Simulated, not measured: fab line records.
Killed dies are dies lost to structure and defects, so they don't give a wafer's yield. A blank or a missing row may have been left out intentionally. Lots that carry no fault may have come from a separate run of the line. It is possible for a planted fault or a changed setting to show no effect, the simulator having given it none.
The tool behind it: which one? :: flow nand harc :: 12 lots, 36 wafers sampled, at 5 steps of a route of 1159

## WHAT THE GAUGES SHOWED, per wafer
NHARC_A_BONDPAD_THK_MEAS_30: measures by ellipsometry.
lot: L592
measured: day 18 07:10
on: film metro-02
thk nm (nm): 201.6 201.0 199.2

lot: L593
measured: day 18 08:07
on: film metro-01
thk nm (nm): 203.5 200.4 198.2

lot: L594
measured: day 18 17:36
on: film metro-02
thk nm (nm): 199.6 202.2 198.8

lot: L595
measured: day 18 17:56
on: film metro-02
thk nm (nm): 201.9 200.8 202.6

lot: L598
measured: day 19 15:07
on: film metro-01
thk nm (nm): 199.0 200.6 198.8

lot: L597
measured: day 20 10:15
on: film metro-02
thk nm (nm): 201.2 200.1 200.1

lot: L604
measured: day 20 12:26
on: film metro-02
thk nm (nm): 198.4 199.4 200.3

lot: L608
measured: day 21 22:52
on: film metro-01
thk nm (nm): 198.5 198.4

lot: L609
measured: day 22 03:19
on: film metro-02
thk nm (nm): 197.5

lot: L613
measured: day 22 10:39
on: film metro-02
thk nm (nm): 199.8 201.1 200.5

lot: L614
measured: day 23 02:32
on: film metro-01
thk nm (nm): 199.2 198.9 201.7

lot: L615
measured: day 24 10:16
on: film metro-01
thk nm (nm): 199.5 204.1 200.0

NHARC_END_SORT_01.
lot: L608
measured: day 23 13:21
on: prober-02
defect limited yield (%): 95.9 94.4 0
killed at array: 28 38 677
killed at other: 0 0 0
killed at periphery: 0 0 0
killed dies: 28 38 677
killed open: 5 7 7
killed short: 3 1 0
sort_bin_2_pct (%): 1.2 2.1 96.2
sort_bin_3_pct (%): 0.30 0.59 0.30
sort_bin_4_pct (%): 2.7 3.0 3.5
sort n pass: 649 639 0
sort rim yield pct (%): 99.1 93.4 0
sort yield pct (%): 95.9 94.4 0

lot: L609
measured: day 23 12:32
on: prober-01
defect limited yield (%): 0 95.4 0
killed at array: 672 23 669
killed at other: 4 6 2
killed at periphery: 1 2 6
killed dies: 677 31 677
killed open: 4 2 1
killed short: 0 1 1
sort_bin_2_pct (%): 97.2 1.0 96.5
sort_bin_3_pct (%): 0.59 0.30 0.30
sort_bin_4_pct (%): 2.2 3.2 3.2
sort n pass: 0 646 0
sort rim yield pct (%): 0 96.2 0
sort yield pct (%): 0 95.4 0

## WHAT TOOL EACH LOT RAN ON (gives the tool, then ch and the chambers of the sampled wafers, and finally the start)
lot: L592
NHARC_A_M1_PVD_21: pvd sputter-01, day 18 04:29
NHARC_A_BONDPAD_STRIP_15: rie diel-11 ch 0,1,3, day 18 08:23
NHARC_THIN_TSV_STRIP_62: plasma asher-02 ch 0,1, day 19 03:37

lot: L593
NHARC_A_M1_PVD_21: pvd sputter-03, day 18 05:23
NHARC_A_BONDPAD_STRIP_15: rie diel-02 ch 1,2, day 18 09:10
NHARC_THIN_TSV_STRIP_62: plasma asher-01 ch 0,1, day 19 04:38

lot: L594
NHARC_A_M1_PVD_21: pvd sputter-02, day 18 14:55
NHARC_A_BONDPAD_STRIP_15: rie diel-08 ch 0,2, day 18 18:46
NHARC_THIN_TSV_STRIP_62: plasma asher-01 ch 0,1, day 19 11:59

lot: L595
NHARC_A_M1_PVD_21: pvd sputter-01, day 18 15:08
NHARC_A_BONDPAD_STRIP_15: rie diel-02 ch 0,3, day 18 19:08
NHARC_THIN_TSV_STRIP_62: plasma asher-02 ch 0,1, day 19 14:35

lot: L598
NHARC_A_M1_PVD_21: pvd sputter-03, day 19 12:04
NHARC_A_BONDPAD_STRIP_15: rie diel-02 ch 1,2, day 19 16:19
NHARC_THIN_TSV_STRIP_62: plasma asher-02 ch 0,1, day 20 12:11

lot: L597
NHARC_A_M1_PVD_21: pvd sputter-01, day 20 07:35
NHARC_A_BONDPAD_STRIP_15: rie diel-11 ch 0,2,3, day 20 11:28
NHARC_THIN_TSV_STRIP_62: plasma asher-01 ch 0,1, day 21 07:56

lot: L604
NHARC_A_M1_PVD_21: pvd sputter-01, day 20 09:32
NHARC_A_BONDPAD_STRIP_15: rie diel-11 ch 0,1,2, day 20 13:37
NHARC_THIN_TSV_STRIP_62: plasma asher-02 ch 0,1, day 21 09:13

lot: L608
NHARC_A_M1_PVD_21: pvd sputter-01, day 21 20:08
NHARC_A_BONDPAD_STRIP_15: rie diel-02 ch 1,2, day 22 00:02
NHARC_THIN_TSV_STRIP_62: plasma asher-01 ch 0,1, day 23 00:07

lot: L609
NHARC_A_M1_PVD_21: pvd sputter-01, day 22 00:37
NHARC_A_BONDPAD_STRIP_15: rie diel-11 ch 2, day 22 04:31
NHARC_THIN_TSV_STRIP_62: plasma asher-02 ch 1, day 23 01:11

lot: L613
NHARC_A_M1_PVD_21: pvd sputter-02, day 22 07:46
NHARC_A_BONDPAD_STRIP_15: rie diel-11 ch 0,2,3, day 22 11:43
NHARC_THIN_TSV_STRIP_62: plasma asher-02 ch 0,1, day 23 05:23

lot: L614
NHARC_A_M1_PVD_21: pvd sputter-02, day 22 23:50
NHARC_A_BONDPAD_STRIP_15: rie diel-08 ch 0,1,2, day 23 03:38
NHARC_THIN_TSV_STRIP_62: plasma asher-02 ch 0,1, day 23 21:50

lot: L615
NHARC_A_M1_PVD_21: pvd sputter-02, day 24 07:26
NHARC_A_BONDPAD_STRIP_15: rie diel-02 ch 1,2,3, day 24 11:20
NHARC_THIN_TSV_STRIP_62: plasma asher-02 ch 0,1, day 25 04:43
- NHARC_A_M1_PVD_21: deposits Cu, target thk 30 nm, time 20.49 s.
- NHARC_A_BONDPAD_STRIP_15: strips in O2.
- NHARC_THIN_TSV_STRIP_62: strips in N2/H2, time 20 s.

## WHAT THE TOOLS THEMSELVES READ (means of the sampled wafers that have a number; where no wafer has one, the mark that the record gives instead)
NHARC_A_M1_PVD_21.
lot: L592
tool: pvd sputter-01
throttle valve pct (%): 31.0

lot: L593
tool: pvd sputter-03
throttle valve pct (%): 30.4

lot: L594
tool: pvd sputter-02
throttle valve pct (%): 30.3

lot: L595
tool: pvd sputter-01
throttle valve pct (%): 31.5

lot: L598
tool: pvd sputter-03
throttle valve pct (%): 30.9

lot: L597
tool: pvd sputter-01
throttle valve pct (%): 31.1

lot: L604
tool: pvd sputter-01
throttle valve pct (%): 31.1

lot: L608
tool: pvd sputter-01
throttle valve pct (%): 31.3

lot: L609
tool: pvd sputter-01
throttle valve pct (%): 31.5

lot: L613
tool: pvd sputter-02
throttle valve pct (%): 29.7

lot: L614
tool: pvd sputter-02
throttle valve pct (%): 30.6

lot: L615
tool: pvd sputter-02
throttle valve pct (%): 29.7

NHARC_A_BONDPAD_STRIP_15.
lot: L592
tool: rie diel-11
drypump motor current A (A): 6.2
oes product au (a.u.): 1.006
rf vpp V (V): 57.4
showerhead plenum p Torr (Torr): 3.50
throttle valve pct (%): 17.029

lot: L593
tool: rie diel-02
drypump motor current A (A): 5.8
oes product au (a.u.): 1.012
rf vpp V (V): 58.4
showerhead plenum p Torr (Torr): 3.67
throttle valve pct (%): 17.042

lot: L594
tool: rie diel-08
drypump motor current A (A): 6.0
oes product au (a.u.): 0.999
rf vpp V (V): 57.3
showerhead plenum p Torr (Torr): 3.55
throttle valve pct (%): 17.042

lot: L595
tool: rie diel-02
drypump motor current A (A): 6.5
oes product au (a.u.): 1.003
rf vpp V (V): 56.7
showerhead plenum p Torr (Torr): 3.35
throttle valve pct (%): 17.048

lot: L598
tool: rie diel-02
drypump motor current A (A): 5.8
oes product au (a.u.): 1.008
rf vpp V (V): 56.8
showerhead plenum p Torr (Torr): 3.67
throttle valve pct (%): 17.041

lot: L597
tool: rie diel-11
drypump motor current A (A): 5.8
oes product au (a.u.): 1.000
rf vpp V (V): 58.1
showerhead plenum p Torr (Torr): 3.53
throttle valve pct (%): 17.037

lot: L604
tool: rie diel-11
drypump motor current A (A): 6.0
oes product au (a.u.): 0.995
rf vpp V (V): 57.6
showerhead plenum p Torr (Torr): 3.56
throttle valve pct (%): 17.041

lot: L608
tool: rie diel-02
drypump motor current A (A): 5.9
oes product au (a.u.): 1.014
rf vpp V (V): 58.4
showerhead plenum p Torr (Torr): 3.62
throttle valve pct (%): 17.037

lot: L609
tool: rie diel-11
drypump motor current A (A): 5.3
oes product au (a.u.): 1.006
rf vpp V (V): 58.8
showerhead plenum p Torr (Torr): 3.64
throttle valve pct (%): 17.036

lot: L613
tool: rie diel-11
drypump motor current A (A): 5.8
oes product au (a.u.): 0.999
rf vpp V (V): 57.4
showerhead plenum p Torr (Torr): 3.52
throttle valve pct (%): 17.046

lot: L614
tool: rie diel-08
drypump motor current A (A): 6.0
oes product au (a.u.): 1.004
rf vpp V (V): 56.8
showerhead plenum p Torr (Torr): 3.45
throttle valve pct (%): 17.048

lot: L615
tool: rie diel-02
drypump motor current A (A): 6.1
oes product au (a.u.): 1.000
rf vpp V (V): 58.3
showerhead plenum p Torr (Torr): 3.52
throttle valve pct (%): 17.031

NHARC_THIN_TSV_STRIP_62.
lot: L592
tool: plasma asher-02
drypump motor current A (A): 5.32
heater power w (W): 329

lot: L593
tool: plasma asher-01
drypump motor current A (A): 5.48
heater power w (W): 334

lot: L594
tool: plasma asher-01
drypump motor current A (A): 5.52
heater power w (W): 329

lot: L595
tool: plasma asher-02
drypump motor current A (A): 5.32
heater power w (W): 324

lot: L598
tool: plasma asher-02
drypump motor current A (A): 5.32
heater power w (W): 326

lot: L597
tool: plasma asher-01
drypump motor current A (A): 5.52
heater power w (W): 352

lot: L604
tool: plasma asher-02
drypump motor current A (A): 5.31
heater power w (W): 326

lot: L608
tool: plasma asher-01
drypump motor current A (A): 5.49
heater power w (W): 342

lot: L609
tool: plasma asher-02
drypump motor current A (A): 5.43
heater power w (W): 324

lot: L613
tool: plasma asher-02
drypump motor current A (A): 5.33
heater power w (W): 324

lot: L614
tool: plasma asher-02
drypump motor current A (A): 5.34
heater power w (W): 313

lot: L615
tool: plasma asher-02
drypump motor current A (A): 5.34
heater power w (W): 316

## THE ANSWER, worked out from the rows above alone
Rule: the lots themselves supply what counts as usual. Put in order of their means at a reading, lots are off if they are a third of the lots or fewer, leave a main group of 4 or more, and stand apart from it by a gap of 3 or more times the standard deviation of the main group's means; of several such gaps the widest counts. If all means in a main group match to the digits the tables above print for the reading, that group is not used. A lot without any number at a reading at which 4 lots or more have one is off too. All remaining lots with rows at the step are treated as sound. First the gauges in route order, then the tools' own readings, where a lot's mean is used as printed above. At the first step where some lot is off, the reading lying furthest off is the one used; lots without a number count as furthest.
Nothing can be told from this: no lot is off at any reading shown.

## WHAT HAD BEEN PUT IN BY THE SIMULATOR
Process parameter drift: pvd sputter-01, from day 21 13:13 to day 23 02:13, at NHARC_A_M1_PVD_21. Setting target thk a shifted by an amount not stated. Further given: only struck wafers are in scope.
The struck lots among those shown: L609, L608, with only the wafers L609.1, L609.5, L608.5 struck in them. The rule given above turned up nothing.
